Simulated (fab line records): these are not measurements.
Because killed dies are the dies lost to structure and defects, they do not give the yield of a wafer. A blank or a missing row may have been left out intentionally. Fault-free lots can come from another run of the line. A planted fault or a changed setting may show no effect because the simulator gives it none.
Chamber matching    flow nand_harc    NHARC_P_CONTACT_STRIP_28 on rie_diel-02: 4 sister chambers
The step strips in O2. 16 wafers are shown with their chamber, then 8 later ones without.

WAFERS WITH THEIR CHAMBER
wafer   chamber  drypump_motor_current_A (A)  oes_product_au (a.u.)  rf_vpp_V (V)
L080.2  3        4.8                          0.987                  58.1
L080.3  1        5.9                          1.002                  56.9
L080.5  1        5.9                          1.003                  56.8
L080.1  2        5.4                          0.973                  57.1
L080.4  0        5.4                          0.996                  56.9
L080.6  2        5.4                          0.970                  56.3
L081.3  0        5.3                          1.004                  57.6
L081.5  1        5.9                          1.006                  58.4
L081.6  2        5.4                          0.985                  58.5
L082.2  0        5.4                          0.989                  55.1
L082.4  1        5.8                          1.007                  58.4
L082.5  3        4.8                          0.997                  57.9
L083.2  3        4.8                          0.997                  57.1
L083.3  1        5.9                          1.002                  57.3
L083.6  0        5.4                          0.987                  55.6
L093.1  2        5.4                          0.980                  56.4

SIGNATURES (averages over the wafers above)
reading                  chamber 0  chamber 1  chamber 2  chamber 3  scatter within a chamber
drypump_motor_current_A  5.375      5.880      5.400      4.800      0.0359
oes_product_au           0.99400    1.00400    0.97700    0.99367    0.00581
rf_vpp_V                 56.300     57.560     57.075     57.700     0.918
Rule: for each reading, subtract the chamber's mean from the wafer's reading, divide by that reading's scatter and square the result; add these up over the readings and take the root, which gives the wafer's distance from the chamber. If the next closest chamber is less than 2 further off than the closest, the wafer can't be placed; otherwise it belongs to the closest. The scatter: the root of (the sum of the squares of (reading less its chamber's mean) over the shown wafers, divided by (wafers less chambers)).

WAFERS WITH NO CHAMBER GIVEN
wafer   drypump_motor_current_A (A)  oes_product_au (a.u.)  rf_vpp_V (V)
L093.5  5.3                          1.008                  57.0
L093.6  5.8                          0.999                  56.8
L096.2  5.8                          0.989                  57.3
L096.3  4.8                          0.994                  57.4
L096.4  5.3                          0.997                  57.9
L096.1  5.4                          0.992                  57.2
L096.5  5.3                          0.995                  57.9
L096.6  4.8                          0.996                  58.3

CHAMBER TAKEN BY EACH
wafer   from the rows above      in truth
L093.5  0                        0
L093.6  1                        1
L096.2  1                        1
L096.3  3                        3
L096.4  can't be placed: 0 or 2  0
L096.1  can't be placed: 0 or 2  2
L096.5  can't be placed: 0 or 2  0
L096.6  3                        3
Placed correctly: 5 of 8. Can't be placed from these rows: 3 (the true chamber is among the candidates in 3). Number placed wrongly: 0.
